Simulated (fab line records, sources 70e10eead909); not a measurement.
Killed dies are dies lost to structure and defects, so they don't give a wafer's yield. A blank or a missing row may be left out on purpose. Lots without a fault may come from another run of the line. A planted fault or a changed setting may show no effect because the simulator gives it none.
Chamber matching | flow nand_harc | NHARC_HYBRID_BOND_ACTIVATE_00 on rie_diel-03: 4 sister chambers
The step chemistry N2, time 60 s. 8 wafers are shown with their chamber, then 8 later ones without.

WAFERS WITH THEIR CHAMBER
wafer  | chamber | showerhead_plenum_p_Torr (Torr) | drypump_motor_current_A (A)
L854.2 | 0       | 1.63                            | 5.4
L855.3 | 3       | 1.80                            | 6.4
L855.5 | 3       | 1.80                            | 6.4
L855.6 | 2       | 1.71                            | 5.6
L856.4 | 2       | 1.70                            | 5.6
L858.5 | 0       | 1.63                            | 5.4
L858.6 | 1       | 1.88                            | 5.5
L861.2 | 1       | 1.88                            | 5.4

WAFERS WITHOUT THEIR CHAMBER
wafer  | showerhead_plenum_p_Torr (Torr) | drypump_motor_current_A (A)
L861.4 | 1.80                            | 6.4
L861.5 | 1.70                            | 5.5
L862.2 | 1.63                            | 5.4
L862.3 | 1.80                            | 6.4
L862.4 | 1.70                            | 5.5
L873.1 | 1.80                            | 6.4
L873.3 | 1.87                            | 5.4
L873.6 | 1.63                            | 5.4

WHICH CHAMBER EACH WENT THROUGH
wafer  | from the rows above | in truth
L861.4 | 3                   | 3
L861.5 | 2                   | 2
L862.2 | 0                   | 0
L862.3 | 3                   | 3
L862.4 | 2                   | 2
L873.1 | 3                   | 3
L873.3 | 1                   | 1
L873.6 | 0                   | 0
Placed correctly: 8 of 8. Can't be placed from these rows: 0. Placed wrongly: 0.
How it was worked out, from the rows above alone: a wafer's distance from a chamber is the root of the sum, over the readings, of the square of ((its reading less the chamber's mean) divided by the reading's scatter). The wafer belongs to the nearest chamber; if the next one is less than 2 further off, it can't be placed. A chamber's mean is the mean of its shown wafers. The scatter: the root of (the sum of the squares of (reading less its chamber's mean) over the shown wafers, divided by (wafers less chambers)).
